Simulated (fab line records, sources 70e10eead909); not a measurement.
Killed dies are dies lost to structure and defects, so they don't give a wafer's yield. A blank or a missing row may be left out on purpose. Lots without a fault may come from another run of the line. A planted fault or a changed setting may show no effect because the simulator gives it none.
fab line records | flow nand_harc
record lots=6 wafers=18 last_day=33
route steps=1302 shown P_M1@288 P_M2@318 END@1302
lots that met no fault: from a run of the same line without faults
start_h: hours from the record's first day to the start of the lot's first wafer shown | wait_h: hours since the lot's step before | " the same as in the row above | L1.1+2: a row that stands for several wafers | - no value, or no start given | * or withheld: withheld | < > ~ a bound
route shown NAME@n: a module of which the file shows steps, and the number in the route of the first | usual: mean/standard deviation of fault-free wafers | same: alike in all rows | chamber/n: place in a boat | sites: the reading at each site | _std_site: their standard deviation | _edge_site: outer sites' mean less inner sites' | radius_mm: how far each site lies from the wafer's centre | mask NAME#n: copy n | behind: the tool/chamber that last shaped the wafer | hold: why the lot was held/for how many hours/how that ended | device: the transistor (n, p or np) that didn't switch | end of line: the same wafers' tests at the end of the route | a step without rows: its recipe alone | killed: dies lost to structure and defects at the first sort, not the wafer's yield | map: a wafer's dies, x killed, . not, _ none there
set.NAME: the setting as run; set.NAME@STEP: as run at that earlier step | model.NAME: the simulator's own value behind a step, which no gauge read
lots at some steps of the route; a table a step, a row a wafer
services: from which hour (start_h, from the record's first day; less than 0 if before it) a tool's chamber was out of use, for how many hours, and why
## steps
# step NHARC_P_M1_COAT_34
# recipe temp_c=200 time_s=65
# step NHARC_P_M1_COAT_03
# recipe spin_rpm=1500 resist_thk_nm=90
# step NHARC_P_M1_SOFTBAKE_04
# recipe temp_c=105 time_s=55
# step NHARC_P_M1_EBR_05
# step NHARC_P_M1_EXPOSE_06
# recipe na=1.35 target_cd_nm=130 dose_mj=81.88 mask_id=P_M1
# step NHARC_P_M1_PEB_07
# recipe peb_temp_c=100 peb_time_s=65
# step NHARC_P_M1_DEVELOP_08
# recipe develop_time_s=35 dev_temp_c=23
# step NHARC_P_M1_CD_MEAS_09
# recipe target_cd_nm=130 landing_energy_ev=500
# usual cd_nm=129.6/0.59
# columns lot.wafer tool chamber start_h wait_h cd_nm
L847.4 cd_sem-01 0 133.96 - 128.7
L847.5 " 0 " " 129.5
L847.6 " 0 " " 128.9
L851.1 cd_sem-03 0 164.64 - 129.1
L851.2 " 0 " " 129.2
L851.5 " 0 " " 128.4
L855.1 cd_sem-03 0 202.99 - 129.8
L855.3 " 0 " " 129.4
L855.6 " 0 " " 129.2
L856.2 cd_sem-02 0 219.77 - 129.6
L856.3 " 0 " " 130.0
L856.4 " 0 " " 129.8
L862.2 cd_sem-03 0 270.40 - 128.6
L862.4 " 0 " " 128.6
L862.5 " 0 " " 128.8
L870.1 cd_sem-01 0 354.19 - 129.1
L870.5 " 0 " " 129.6
L870.6 " 0 " " 129.4
# step NHARC_P_M1_OVL_MEAS_10
# recipe pitch_nm=260
# usual overlay_x_nm=0.2/0.7 overlay_y_nm=0.2/0.85
# columns lot.wafer tool chamber start_h wait_h overlay_x_nm overlay_y_nm
L847.4 overlay-01 - 134.04 - 0.2 0.7
L847.5 " - " " -0.4 1.2
L847.6 " - " " -0.7 1.1
L851.1 overlay-01 - 164.73 - -0.5 0.3
L851.2 " - " " 0.2 0.4
L851.5 " - " " -0.1 0.3
L855.1 overlay-01 - 203.08 - -0.7 0.6
L855.3 " - " " -1.1 0.0
L855.6 " - " " -0.9 -0.1
L856.2 overlay-01 - 219.86 - 0.1 -0.5
L856.3 " - " " -0.1 -0.6
L856.4 " - " " -0.2 -0.9
L862.2 overlay-01 - 270.49 - 1.8 -0.7
L862.4 " - " " 1.5 -0.6
L862.5 " - " " 1.6 -1.0
L870.1 overlay-01 - 354.27 - 0.8 0.2
L870.5 " - " " 1.0 0.0
L870.6 " - " " 0.6 -0.3
# step NHARC_P_M1_INSPECT_11
# usual raw_defect_count=4.0/2.2
# columns lot.wafer tool chamber start_h wait_h raw_defect_count
L847.4 defect_inspect-01 - 134.08 0.0 2
L847.5 " - " " 3
L847.6 " - " " 6
L851.1 defect_inspect-01 - 164.77 0.0 1
L851.2 " - " " 4
L851.5 " - " " 2
L855.1 defect_inspect-02 - 203.12 0.0 5
L855.3 " - " " 10
L855.6 " - " " 5
L856.2 defect_inspect-01 - 219.90 0.0 6
L856.3 " - " " 1
L856.4 " - " " 9
L862.2 defect_inspect-02 - 270.53 0.0 1
L862.4 " - " " 4
L862.5 " - " " 6
L870.1 defect_inspect-02 - 354.31 0.0 1
L870.5 " - " " 3
L870.6 " - " " 3
# step NHARC_P_M1_DESCUM_14
# recipe time_s=3 o2_flow_sccm=200 ar_flow_sccm=0 bias_power_w=0 chemistry=O2
# usual drypump_motor_current_A=5.5/0.63 oes_product_au=1.000/0.0094 rf_vpp_V=57.8/0.9 showerhead_plenum_p_Torr=1.93/0.078 throttle_valve_pct=11.312/0.0094
# columns lot.wafer tool chamber start_h wait_h drypump_motor_current_A oes_product_au rf_hours_counter_h rf_vpp_V showerhead_plenum_p_Torr throttle_valve_pct
L847.4 rie_diel-03 3 134.15 0.1 4.9 0.987 1 56.9 1.95 11.319
L847.5 " 2 " " 6.6 0.998 - 58.5 2.01 11.305
L847.6 " 3 " " 4.9 0.993 - 57.5 1.95 11.313
L851.2 rie_diel-06 2 164.84 0.1 5.0 1.004 2 55.7 1.79 11.318
L851.1 " 0 " " 5.5 1.008 1 57.5 1.98 11.311
L851.5 " 2 " " 5.0 1.014 - 56.5 1.79 11.296
L855.3 rie_diel-06 1 203.19 0.1 5.6 0.991 5 58.6 2.05 11.300
L855.1 " 3 " " 5.9 0.992 3 59.0 2.02 11.324
L855.6 " 1 " " 5.6 0.998 - 59.3 2.05 11.312
L856.3 rie_diel-06 2 219.96 0.1 5.0 1.022 6 56.7 1.79 11.309
L856.2 " 0 " " 5.5 1.004 5 59.1 1.98 11.293
L856.4 " 1 " " 5.6 0.995 6 58.0 2.05 11.300
L862.4 rie_diel-08 0 270.60 0.1 5.5 1.013 25 57.4 1.85 11.316
L862.2 " 2 " " 5.5 0.983 24 59.2 1.91 11.319
L862.5 " 3 " " 4.9 0.999 - 57.8 1.91 11.323
L870.1 rie_diel-03 1 354.40 0.1 4.9 0.997 6 58.3 1.85 11.309
L870.6 " 2 " " 6.6 1.000 - 59.8 2.00 11.314
L870.5 " 3 " " 4.9 0.979 - 57.7 1.94 11.312
# step NHARC_P_M1_ETCH_35
# recipe target_depth_a=400 overetch_a=120 time_s=43.94 ion_energy_ev=200 n2_flow_sccm=150 h2_flow_sccm=150 ar_flow_sccm=0 rf_w=400 bias_w=150 chemistry=N2/H2
# step NHARC_P_M1_ETCH_15
# recipe target_depth_a=1825 time_s=91.2 c4f8_flow_sccm=withheld ar_flow_sccm=400 rf_w=600 bias_w=300 chemistry=C4F8/Ar
# usual oes_product_au=0.954/0.021 rf_vpp_V=441.1/2.4
# columns lot.wafer tool chamber start_h wait_h oes_product_au rf_hours_counter_h rf_vpp_V
L847.4 rie_diel-03 3 134.33 - 0.956 1 439.7
L847.5 " 1 " " 0.986 - 438.4
L847.6 " 2 " " 0.958 - 444.7
L851.1 rie_diel-06 0 165.01 - 0.927 1 443.3
L851.2 " 2 " " 0.934 2 437.6
L851.5 " 0 " " 0.923 - 442.6
L855.1 rie_diel-06 3 203.35 - 0.971 3 445.5
L855.3 " 0 " " 0.968 4 442.7
L855.6 " 0 " " 0.958 - 441.9
L856.3 rie_diel-06 3 220.13 - 0.961 4 444.4
L856.4 " 1 " " 0.963 6 445.5
L856.2 " 2 " " 0.971 6 435.4
L862.4 rie_diel-08 3 270.83 - 0.959 26 441.6
L862.2 " 1 " " 0.970 23 445.4
L862.5 " 2 " " 0.947 - 439.9
L870.1 rie_diel-03 1 354.57 - 0.981 6 438.6
L870.5 " 2 " " 0.967 - 443.4
L870.6 " 3 " " 0.947 - 442.2
# step NHARC_P_M1_CD_MEAS_16
# usual cd_nm=129.5/0.79
# columns lot.wafer tool chamber start_h wait_h cd_nm
L847.4 cd_sem-03 - 134.45 - 129.1
L847.5 " - " " 129.4
L847.6 " - " " 129.0
L851.1 cd_sem-03 - 165.13 - 128.3
L851.2 " - " " 129.4
L851.5 " - " " 128.6
L855.1 cd_sem-03 - 203.48 - 128.4
L855.3 " - " " 127.8
L855.6 " - " " 128.3
L856.2 cd_sem-03 - 220.27 - 128.9
L856.3 " - " " 130.0
L856.4 " - " " 129.2
L862.2 cd_sem-02 - 270.96 - 129.1
L862.4 " - " " 129.2
L862.5 " - " " 129.2
L870.1 cd_sem-01 - 354.68 - 128.1
L870.5 " - " " 129.4
L870.6 " - " " 129.4
# step NHARC_P_M1_STRIP_18
# recipe power_w=1000 n2_flow_sccm=150 h2_flow_sccm=150 ar_flow_sccm=0 bias_w=0 chemistry=N2/H2
# step NHARC_P_M1_ETCH_28
# recipe target_depth_a=300 over_etch_frac=0.3 time_s=72.99 ion_energy_ev=150 cf4_flow_sccm=50 n2_flow_sccm=100 ar_flow_sccm=150 rf_w=300 bias_w=100 chemistry=CF4/N2
# step NHARC_P_M1_STRIP_19
# recipe time_s=600 temp_c=30 chemistry=post_etch_residue_remover
# step NHARC_P_M1_DEGAS_29
# recipe temp_c=250 time_s=60
# usual heater_power_w=329/25
# columns lot.wafer tool chamber start_h wait_h heater_power_w
L847.4 pvd_sputter-01 - 135.21 - 341
L847.5 " - " " 320
L847.6 " - " " 317
L851.1 pvd_sputter-01 - 165.87 - 310
L851.2 " - " " 295
L851.5 " - " " 339
L855.3 pvd_sputter-02 - 204.20 - 294
L855.1 " - " " 365
L855.6 " - " " 290
L856.2 pvd_sputter-01 - 220.98 - 332
L856.3 " - " " 325
L856.4 " - " " 332
L862.4 pvd_sputter-03 - 271.67 - 356
L862.2 " - " " 339
L862.5 " - " " 367
L870.1 pvd_sputter-01 - 355.39 - 328
L870.6 " - " " 318
L870.5 " - " " 331
# step NHARC_P_M1_PRE_CLEAN_30
# recipe time_s=30 temp_c=280 gas=H2/He
# step NHARC_P_M1_PVD_20
# recipe target_thk_a=50 bias_v=168.6 power_w=15000 chamber_pressure_pa=0.12 time_s=8.06 substrate_temp_c=50 material=TaN
# step NHARC_P_M1_PVD_21
# recipe target_thk_a=300 chamber_pressure_pa=5 power_w=5000 substrate_temp_c=30 time_s=20.49 material=Cu
# step NHARC_P_M1_ECD_22
# recipe target_thk_a=4000 bath_temp_c=25 material=Cu
# step NHARC_P_M1_ANNEAL_31
# recipe temp_c=225 time_s=90
# usual wafer_temp_C_max=225.93/0.26
# columns lot.wafer tool chamber start_h wait_h wafer_temp_C_max
L847.4 rtp_anneal-02 0 136.08 - 226.14
L847.5 " 0 " " 225.89
L847.6 " 0 " " 226.08
L851.1 rtp_anneal-01 0 166.59 - 225.76
L851.2 " 0 " " 225.90
L851.5 " 0 " " 226.11
L855.1 rtp_anneal-02 0 204.93 - 226.59
L855.3 " 0 " " 225.98
L855.6 " 0 " " 225.90
L856.2 rtp_anneal-02 0 221.77 - 226.33
L856.3 " 0 " " 225.58
L856.4 " 0 " " 225.60
L862.2 rtp_anneal-02 0 272.46 - 225.92
L862.4 " 0 " " 226.15
L862.5 " 0 " " 225.54
L870.1 rtp_anneal-01 0 356.12 - 225.96
L870.5 " 0 " " 225.72
L870.6 " 0 " " 226.34
# step NHARC_P_M1_CMP_23
# recipe t_overpolish_s=20 target_thk_nm=157.82
# step NHARC_P_M1_THK_MEAS_24
# recipe thk_meas_gauge=xrf
# usual thk_nm=157.7/1.5
# columns lot.wafer tool chamber start_h wait_h thk_nm
L847.4 film_metro-02 - 136.59 - 155.4
L847.5 " - " " 158.3
L847.6 " - " " 158.0
L851.1 film_metro-02 - 167.25 - 155.4
L851.2 " - " " 158.1
L851.5 " - " " 159.9
L855.1 film_metro-02 - 205.59 - 154.7
L855.3 " - " " 157.9
L855.6 " - " " 160.1
L856.2 film_metro-01 - 222.38 - 159.1
L856.3 " - " " 158.5
L856.4 " - " " 158.1
L862.2 film_metro-02 - 273.07 - 154.9
L862.4 " - " " 158.4
L862.5 " - " " 159.7
L870.1 film_metro-02 - 356.78 - 158.6
L870.5 " - " " 157.6
L870.6 " - " " 157.4
# step NHARC_P_M1_SRD_25
# step NHARC_P_M1_PRE_CLEAN_32
# recipe time_s=12 temp_c=370 rf_power_w=300 gas=NH3
# usual heater_power_w=593/68
# columns lot.wafer tool chamber start_h wait_h heater_power_w
L847.5 pecvd-03 1 136.85 0.1 543
L847.6 " 2 " " 632
L847.4 " 0 " " 727
L851.1 pecvd-02 2 167.53 0.1 648
L851.2 " 0 " " 622
L851.5 " 0 " " 632
L855.1 pecvd-02 0 205.83 0.1 687
L855.3 " 1 " " 538
L855.6 " 2 " " 557
L856.3 pecvd-01 0 222.60 0.1 552
L856.2 " 1 " " 540
L856.4 " 1 " " 544
L862.2 pecvd-02 1 273.31 0.1 533
L862.4 " 1 " " 540
L862.5 " 2 " " 594
L870.1 pecvd-03 1 357.02 0.1 551
L870.6 " 0 " " 732
L870.5 " 1 " " 527
# step NHARC_P_M1_DEP_33
# recipe target_thk_a=300 temp_c=370 target_thk_nm=30 pressure_torr=3 flow_sccm=200 rf_w=450 material=SiCN
# usual heater_power_w=548/76
# columns lot.wafer tool chamber start_h wait_h heater_power_w
L847.5 pecvd-03 1 137.02 0.2 505
L847.6 " 2 " " 593
L847.4 " 0 " " 774
L851.1 pecvd-02 2 167.61 0.1 590
L851.2 " 0 " " 614
L851.5 " 0 " " 600
L855.1 pecvd-02 0 205.93 0.1 637
L855.3 " 1 " " 511
L855.6 " 2 " " 575
L856.3 pecvd-01 0 222.68 0.1 462
L856.2 " 1 " " 499
L856.4 " 1 " " 503
L862.2 pecvd-02 1 273.41 0.1 469
L862.4 " 1 " " 472
L862.5 " 2 " " 589
L870.1 pecvd-03 1 357.16 0.1 532
L870.6 " 0 " " 722
L870.5 " 1 " " 532
# step NHARC_P_M2_DEP_00
# recipe target_thk_a=1825 target_thk_nm=182.5 temp_c=withheld pressure_torr=5 flow_sccm=200 rf_w=600 material=SiOC
# step NHARC_P_M2_DEHYDRATE_01
# recipe temp_c=150 time_s=120
# step NHARC_P_M2_HMDS_02
# recipe time_s=30
# step NHARC_P_M2_COAT_34
# recipe temp_c=200 time_s=65
# step NHARC_P_M2_COAT_03
# recipe spin_rpm=1500 resist_thk_nm=90
# step NHARC_P_M2_SOFTBAKE_04
# recipe temp_c=105 time_s=55
# step NHARC_P_M2_EBR_05
# step NHARC_P_M2_EXPOSE_06
# recipe na=1.35 target_cd_nm=170 dose_mj=80.78 mask_id=P_M2
# step NHARC_P_M2_PEB_07
# recipe peb_temp_c=100 peb_time_s=65
# step NHARC_P_M2_DEVELOP_08
# recipe develop_time_s=35 dev_temp_c=23
# step NHARC_P_M2_CD_MEAS_09
# recipe target_cd_nm=170 landing_energy_ev=500
# usual cd_nm=169.9/0.59
# columns lot.wafer tool chamber start_h wait_h cd_nm
L847.4 cd_sem-03 0 138.14 - 169.6
L847.5 " 0 " " 170.0
L847.6 " 0 " " 169.0
L851.1 cd_sem-01 0 168.85 - 169.7
L851.2 " 0 " " 170.0
L851.5 " 0 " " 169.6
L855.1 cd_sem-01 0 207.14 - 169.4
L855.3 " 0 " " 168.7
L855.6 " 0 " " 169.2
L856.2 cd_sem-03 0 223.80 - 170.1
L856.3 " 0 " " 170.8
L856.4 " 0 " " 170.7
L862.2 cd_sem-03 0 274.67 - 170.3
L862.4 " 0 " " 170.1
L862.5 " 0 " " 169.6
L870.1 cd_sem-03 0 358.33 - 169.9
L870.5 " 0 " " 169.7
L870.6 " 0 " " 170.2
# step NHARC_P_M2_OVL_MEAS_10
# recipe pitch_nm=340
# usual overlay_x_nm=-0.2/0.59 overlay_y_nm=0.1/0.63
# columns lot.wafer tool chamber start_h wait_h overlay_x_nm overlay_y_nm
L847.4 overlay-01 - 138.22 - -0.9 0.3
L847.5 " - " " -0.9 0.8
L847.6 " - " " -0.9 1.0
L851.1 overlay-01 - 168.94 - 0.1 0.6
L851.2 " - " " 0.4 1.0
L851.5 " - " " 0.6 0.5
L855.1 overlay-02 - 207.23 - 0.6 0.4
L855.3 " - " " 0.8 0.0
L855.6 " - " " 0.6 0.2
L856.2 overlay-02 - 223.89 - -0.7 -0.4
L856.3 " - " " -0.5 -0.4
L856.4 " - " " -0.2 -0.1
L862.2 overlay-02 - 274.76 - 0.1 1.0
L862.4 " - " " -0.4 0.4
L862.5 " - " " -0.9 0.8
L870.1 overlay-02 - 358.42 - -0.4 -0.5
L870.5 " - " " -0.5 -0.4
L870.6 " - " " -0.5 -0.5
# step NHARC_END_SORT_01
# recipe temp_c=25
# usual defect_limited_yield=91/3.4 killed_at_array=55/23 killed_at_other=1.0/1.2 killed_at_periphery=3.2/2.7 killed_dies=59/23 killed_open=3.1/1.6 killed_short=2.2/1.5
# same gross_dies=677
# columns lot.wafer tool chamber start_h wait_h defect_limited_yield[%] killed_at_array killed_at_other killed_at_periphery killed_dies killed_open killed_short
L847.4 prober-01 0 576.36 3.4 93 45 0 0 45 3 3
L847.5 prober-01 0 577.16 3.7 94 41 0 0 41 4 3
L847.6 prober-01 0 577.96 4.0 94 41 0 3 44 5 5
L851.1 prober-02 0 593.21 2.5 97 14 3 1 18 1 2
L851.2 prober-02 0 594.01 2.8 97 19 2 2 23 2 1
L851.5 prober-02 0 596.40 3.7 95 26 3 2 31 6 0
L855.1 prober-01 0 649.55 2.5 81 25 0 102 127 1 4
L855.3 prober-01 0 651.16 3.1 84 20 0 90 110 5 2
L855.6 prober-01 0 653.57 4.0 86 7 1 89 97 2 1
L856.2 prober-01 0 658.18 2.8 85 41 0 59 100 1 1
L856.3 prober-01 0 658.98 3.1 81 35 0 91 126 2 2
L856.4 prober-01 0 659.78 3.4 78 35 3 108 146 1 2
L862.2 prober-01 0 695.55 2.8 93 41 2 2 45 3 5
L862.4 prober-01 0 697.16 3.4 93 46 2 1 49 2 1
L862.5 prober-01 0 697.97 3.7 94 33 2 5 40 3 2
L870.1 prober-01 0 777.60 2.5 95 36 0 1 37 4 2
L870.5 prober-01 0 780.76 3.7 95 33 0 3 36 2 4
L870.6 prober-01 0 781.54 3.9 94 39 0 2 41 6 1
# killed by level:class
L847.4 A_SLIT:chamber_film_flake=22 A_STAIRCASE:chamber_film_flake=6 A_CHANNEL_HOLE_D1:chamber_film_flake=2 A_DECK1_JOINT:chamber_film_flake=2 A_CHANNEL_HOLE_D2:chamber_film_flake=2 A_BONDPAD:chamber_film_flake=2 A_ONON_D1:geometric_particle:short=1 A_ONON_D2:geometric_particle:short=1
L847.5 A_SLIT:chamber_film_flake=18 A_CHANNEL_HOLE_D2:chamber_film_flake=8 A_CHANNEL_FILL_D2:geometric_particle:open=2 A_WL_FILL:geometric_particle:short=2 A_CHANNEL_HOLE_D1:chamber_film_flake=2 A_CONTACT:chamber_film_flake=2 A_STAIRCASE:chamber_film_flake=2 A_ONON_D2:geometric_particle:open=1
L847.6 A_SLIT:chamber_film_flake=17 A_CHANNEL_HOLE_D2:chamber_film_flake=6 P_CONTACT:chamber_film_flake=3 A_CHANNEL_HOLE_D1:chamber_film_flake=3 A_CHANNEL_FILL_D2:geometric_particle:short=2 A_WL_FILL:chamber_film_flake=2 A_CHANNEL_FILL_D1:geometric_particle:short=1 A_DECK1_JOINT:geometric_particle:short=1
L851.1 A_CHANNEL_HOLE_D2:chamber_film_flake=7 THIN_TSV:chamber_film_flake=3 A_CONTACT:chamber_film_flake=2 A_M0:chamber_film_flake=2 A_SOURCE_PLATE:geometric_particle:short=1 A_DECK1_JOINT:geometric_particle:short=1 A_DECK1_JOINT:geometric_particle:open=1 P_M0:chamber_film_flake=1
L851.2 A_CHANNEL_HOLE_D1:chamber_film_flake=7 A_CHANNEL_HOLE_D2:chamber_film_flake=5 A_SGD_CUT:chamber_film_flake=3 P_CONTACT:geometric_particle:open=2 THIN_TSV:chamber_film_flake=2 A_M0:geometric_particle:short=1 A_ZERO_WELL:chamber_film_flake=1 A_DECK1_JOINT:chamber_film_flake=1
L851.5 A_CHANNEL_HOLE_D2:chamber_film_flake=8 A_CONTACT:chamber_film_flake=7 A_CHANNEL_HOLE_D1:chamber_film_flake=4 THIN_TSV:chamber_film_flake=3 P_CONTACT:geometric_particle:open=1 A_ONON_D1:geometric_particle:open=1 A_DECK1_JOINT:geometric_particle:open=1 A_CHANNEL_FILL_D2:geometric_particle:open=1
L855.1 P_M1:unspecified=100 A_CHANNEL_HOLE_D2:chamber_film_flake=8 A_STAIRCASE:chamber_film_flake=4 A_CONTACT:chamber_film_flake=3 A_ONON_D1:geometric_particle:short=2 P_GATE:chamber_film_flake=2 A_CHANNEL_HOLE_D1:chamber_film_flake=2 A_SLIT:chamber_film_flake=2
L855.3 P_M1:unspecified=83 A_CHANNEL_HOLE_D2:chamber_film_flake=10 P_GATE:chamber_film_flake=4 A_CHANNEL_HOLE_D1:chamber_film_flake=2 P_CONTACT:geometric_particle:open=1 A_ONON_D1:geometric_particle:open=1 A_CHANNEL_FILL_D1:geometric_particle:open=1 A_SGD_CUT:geometric_particle:short=1
L855.6 P_M1:unspecified=88 A_CHANNEL_HOLE_D2:chamber_film_flake=2 A_STAIRCASE:chamber_film_flake=2 A_ONON_D1:geometric_particle:open=1 A_M1:geometric_particle:open=1 STARTING-WAFER:geometric_particle:short=1 P_GATE:chamber_film_flake=1 A_CHANNEL_HOLE_D1:chamber_film_flake=1
L856.2 P_M1:unspecified=54 A_CHANNEL_HOLE_D2:chamber_film_flake=15 A_CHANNEL_HOLE_D1:chamber_film_flake=7 A_CONTACT:chamber_film_flake=6 A_DECK1_JOINT:chamber_film_flake=3 A_SLIT:chamber_film_flake=3 P_ZERO_WELL:chamber_film_flake=2 P_GATE:chamber_film_flake=2
L856.3 P_M1:unspecified=90 A_CHANNEL_HOLE_D2:chamber_film_flake=10 A_CONTACT:chamber_film_flake=9 A_CHANNEL_HOLE_D1:chamber_film_flake=7 A_STAIRCASE:chamber_film_flake=3 A_SLIT:chamber_film_flake=2 P_GATE:geometric_particle:open=1 A_SOURCE_PLATE:geometric_particle:short=1
L856.4 P_M1:unspecified=98 A_CHANNEL_HOLE_D2:chamber_film_flake=19 P_ZERO_WELL:chamber_film_flake=4 A_CONTACT:chamber_film_flake=4 A_CHANNEL_HOLE_D1:chamber_film_flake=4 A_M0:chamber_film_flake=3 P_CONTACT:chamber_film_flake=2 A_CHANNEL_FILL_D1:chamber_film_flake=2
L862.2 A_CHANNEL_HOLE_D2:chamber_film_flake=18 A_CHANNEL_HOLE_D1:chamber_film_flake=6 A_SLIT:chamber_film_flake=6 A_WL_FILL:geometric_particle:short=2 A_STAIRCASE:chamber_film_flake=2 P_M1:geometric_particle:short=1 A_ONON_D1:geometric_particle:open=1 A_CHANNEL_HOLE_D1:geometric_particle:short=1
L862.4 A_CHANNEL_HOLE_D2:chamber_film_flake=21 A_CHANNEL_HOLE_D1:chamber_film_flake=9 A_SLIT:chamber_film_flake=5 A_CONTACT:chamber_film_flake=3 THIN_TSV:chamber_film_flake=2 A_ONON_D1:geometric_particle:open=1 A_DECK1_JOINT:geometric_particle:open=1 A_WL_FILL:geometric_particle:short=1
L862.5 A_CHANNEL_HOLE_D2:chamber_film_flake=19 A_CHANNEL_HOLE_D1:chamber_film_flake=4 A_CONTACT:chamber_film_flake=4 THIN_TSV:chamber_film_flake=2 P_GATE:geometric_particle:open=1 P_M0:geometric_particle:open=1 A_CHANNEL_FILL_D2:geometric_particle:short=1 A_CHANNEL_FILL_D2:geometric_particle:open=1
L870.1 A_CHANNEL_HOLE_D1:chamber_film_flake=16 A_SLIT:chamber_film_flake=10 A_CONTACT:chamber_film_flake=3 P_M2:geometric_particle:open=1 A_ONON_D1:geometric_particle:open=1 A_CHANNEL_FILL_D1:geometric_particle:short=1 A_ONON_D2:geometric_particle:short=1 A_CHANNEL_FILL_D2:geometric_particle:open=1
L870.5 A_CHANNEL_HOLE_D1:chamber_film_flake=16 A_SLIT:chamber_film_flake=10 A_SGD_CUT:chamber_film_flake=2 P_STI:geometric_particle:short=1 P_GATE:geometric_particle:open=1 A_CHANNEL_FILL_D1:geometric_particle:short=1 A_ONON_D2:geometric_particle:short=1 A_ONON_D2:geometric_particle:open=1
L870.6 A_CHANNEL_HOLE_D1:chamber_film_flake=21 A_SLIT:chamber_film_flake=6 A_CONTACT:chamber_film_flake=4 A_WL_FILL:geometric_particle:open=2 P_M2:geometric_particle:open=1 A_SOURCE_PLATE:geometric_particle:open=1 A_CHANNEL_HOLE_D1:geometric_particle:open=1 A_SGD_CUT:geometric_particle:open=1
# map L855.1 (x killed, . not)
____________x____________
_________.xxxx.._________
_______.xxxxxxxx.._______
______.xxxxxxxxx...______
_____..xxxxxxxx.x..._____
____...xxxxxxxxx.....____
____...xxxxxxxxxx....____
___....xxxxxxxxx......___
___...xxxxxxxxxxxx...x___
__......xxxxxxxxx......__
__.......xxxxxxxx....x.__
_......xxxxxxx.........._
_.........xxx.x........._
_.........xx............_
_............x.........._
_......................._
....................x....
..x..................x...
....................x....
.........................
.........................
_.................x....._
_..................x...._
_..................x...._
_......................._
_......................._
__.............xx......__
__.....................__
___.xx.x..............___
___..xx...............___
____.x.xx............____
____.x...............____
_____xx.x.x........._____
______.............______
_______..x........_______
_________......._________
____________.____________
# map L856.4 (x killed, . not)
____________.____________
_________.x....._________
_______..x......x._______
______..........x..______
_____..............._____
____.................____
____..xx.....x.......____
___xx.x...............___
___...................___
__....x..x.............__
__.....................__
_......................._
_.........xx............_
_....x..............x..._
_......x................_
_...............x......._
.......xx.x..............
..............x..........
........xxxxx............
.....xxxxxx.x............
.....x.xxxxxx............
_.....xxxxxxxx.........._
_.....xxxxxxxxx........._
_....xxxxxxxxx.........._
_.....xxxxxxxxx........._
_......xxxxxxx.........._
__...xxxxxxxxxx........__
__...xxxxxxxxxx........__
___.x.xxxxxxxxx.......___
___.....xxxx.xx.......___
____x...x.x...xx..x..____
____xx.....x.xx.x....____
_____.......xxxx...._____
______xx....x.xx...______
_______.xx...x...._______
_________..x.x.x_________
____________.____________
## services
# columns tool chamber start_h hours kind
pvd_sputter-02 - 116.57 6.8 repair
rie_diel-03 - 126.34 0.7 repair
pecvd-01 - 130.00 13.0 pm
rie_diel-06 - 130.20 9.0 pm
rie_diel-08 1 139.93 4.3 repair
pecvd-02 - 149.17 2.0 repair
rie_diel-03 2 164.24 6.0 repair
rie_diel-03 - 171.30 0.6 repair
rie_diel-06 1 178.72 3.1 repair
pecvd-03 - 185.14 13.0 pm
pecvd-02 - 185.85 1.6 repair
rie_diel-08 1 189.45 2.6 repair
rie_diel-08 - 190.84 9.0 pm
pecvd-02 1 192.22 7.9 repair
pvd_sputter-01 - 226.00 10.0 pm
pecvd-02 - 227.39 13.0 pm
pecvd-03 0 234.06 32.2 repair
rie_diel-06 - 257.18 0.4 repair
pvd_sputter-01 - 258.23 6.3 repair
pecvd-03 2 274.22 9.9 repair
rie_diel-03 - 281.62 9.0 pm
rie_diel-06 - 307.20 9.0 pm
pecvd-01 - 311.21 13.0 pm
pecvd-01 - 347.28 0.4 repair
## key
first_sign step=NHARC_END_SORT_01 reading=killed_at_periphery direction=up sigmas=33 usual=3.2 struck=89.8
effect step=NHARC_END_SORT_01 reading=defect_limited_yield direction=down sigmas=2.6 usual=91 struck=83
more_kills_born_at NHARC_P_M1_ETCH_15@rie_diel-06=513
met_at NHARC_P_M1_ETCH_15
struck_wafers L855.1,L855.3,L855.6,L856.2,L856.3,L856.4
onset_between 165.01 203.35
also_fits NHARC_P_M1_DESCUM_14:rie_diel-06
fault kind=chamber_particle_source tool=rie_diel-06 chamber=- onset_h=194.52 steps=NHARC_P_M1_ETCH_15 rate_per_visit_cm2=1.5351 end_h=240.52
